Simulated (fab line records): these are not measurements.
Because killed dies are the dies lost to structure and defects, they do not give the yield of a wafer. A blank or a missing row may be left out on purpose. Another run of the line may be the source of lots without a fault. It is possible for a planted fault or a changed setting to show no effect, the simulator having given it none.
Chamber matching + flow n5-finfet + N5_BEOL_M11_DESCUM_16 on rie-diel-04: 4 sister chambers
The step chemistry O2, time 7.9 s. 14 wafers are shown with their chamber, then 7 later ones without.

== WAFERS PAIRED WITH THEIR CHAMBERS ==
| wafer  | chamber | showerhead-plenum-p-Torr (Torr) | drypump-motor-current-A (A) | throttle-valve-pct (%) |
|--------|---------|---------------------------------|-----------------------------|------------------------|
| L076.1 | 0       | 2.09                            | 5.9                         | 20.79                  |
| L076.4 | 1       | 2.06                            | 5.2                         | 20.40                  |
| L076.6 | 3       | 2.06                            | 5.2                         | 20.57                  |
| L075.1 | 0       | 2.09                            | 5.9                         | 20.80                  |
| L075.3 | 1       | 2.06                            | 5.3                         | 20.40                  |
| L075.5 | 3       | 2.06                            | 5.2                         | 20.55                  |
| L079.1 | 2       | 2.25                            | 5.7                         | 20.69                  |
| L079.4 | 3       | 2.05                            | 5.2                         | 20.58                  |
| L079.6 | 3       | 2.05                            | 5.1                         | 20.58                  |
| L087.1 | 1       | 2.05                            | 5.3                         | 20.44                  |
| L087.3 | 2       | 2.25                            | 5.7                         | 20.73                  |
| L087.5 | 3       | 2.05                            | 5.2                         | 20.60                  |
| L086.2 | 0       | 2.08                            | 5.9                         | 20.82                  |
| L086.3 | 3       | 2.05                            | 5.2                         | 20.60                  |

SIGNATURES, as means of the wafers listed above
| reading                  | chamber 0 | chamber 1 | chamber 2 | chamber 3 | scatter within a chamber |
|--------------------------|-----------|-----------|-----------|-----------|--------------------------|
| showerhead-plenum-p-Torr | 2.0867    | 2.0567    | 2.2500    | 2.0533    | 0.00516                  |
| drypump-motor-current-A  | 5.900     | 5.267     | 5.700     | 5.183     | 0.0387                   |
| throttle-valve-pct       | 20.8033   | 20.4133   | 20.7100   | 20.5800   | 0.0203                   |
Rule: for each reading, subtract the chamber's mean from the wafer's reading, divide by that reading's scatter and square the result; add these up over the readings and take the root, which gives the wafer's distance from the chamber. If the next closest chamber is less than 2 further off than the closest, the wafer can't be placed; otherwise it belongs to the closest. The scatter: take each reading less its chamber's mean, square it, sum over the shown wafers, divide by the number of wafers less the number of chambers, and take the root.

== WAFERS WHOSE CHAMBER IS MISSING ==
| wafer  | showerhead-plenum-p-Torr (Torr) | drypump-motor-current-A (A) | throttle-valve-pct (%) |
|--------|---------------------------------|-----------------------------|------------------------|
| L086.4 | 2.25                            | 5.7                         | 20.72                  |
| L092.1 | 2.24                            | 5.7                         | 20.75                  |
| L092.2 | 2.04                            | 5.2                         | 20.62                  |
| L092.3 | 2.07                            | 5.9                         | 20.85                  |
| L097.2 | 2.04                            | 5.1                         | 20.65                  |
| L097.3 | 2.24                            | 5.7                         | 20.76                  |
| L097.5 | 2.05                            | 5.2                         | 20.09                  |

== EACH ONE'S CHAMBER ==
| wafer  | from the rows above | in truth |
|--------|---------------------|----------|
| L086.4 | 2                   | 2        |
| L092.1 | 2                   | 2        |
| L092.2 | 3                   | 3        |
| L092.3 | 0                   | 0        |
| L097.2 | 3                   | 3        |
| L097.3 | 2                   | 2        |
| L097.5 | 1                   | 1        |
Correctly placed: 7 of 7. Not placeable from these rows: 0. Number placed wrongly: 0.
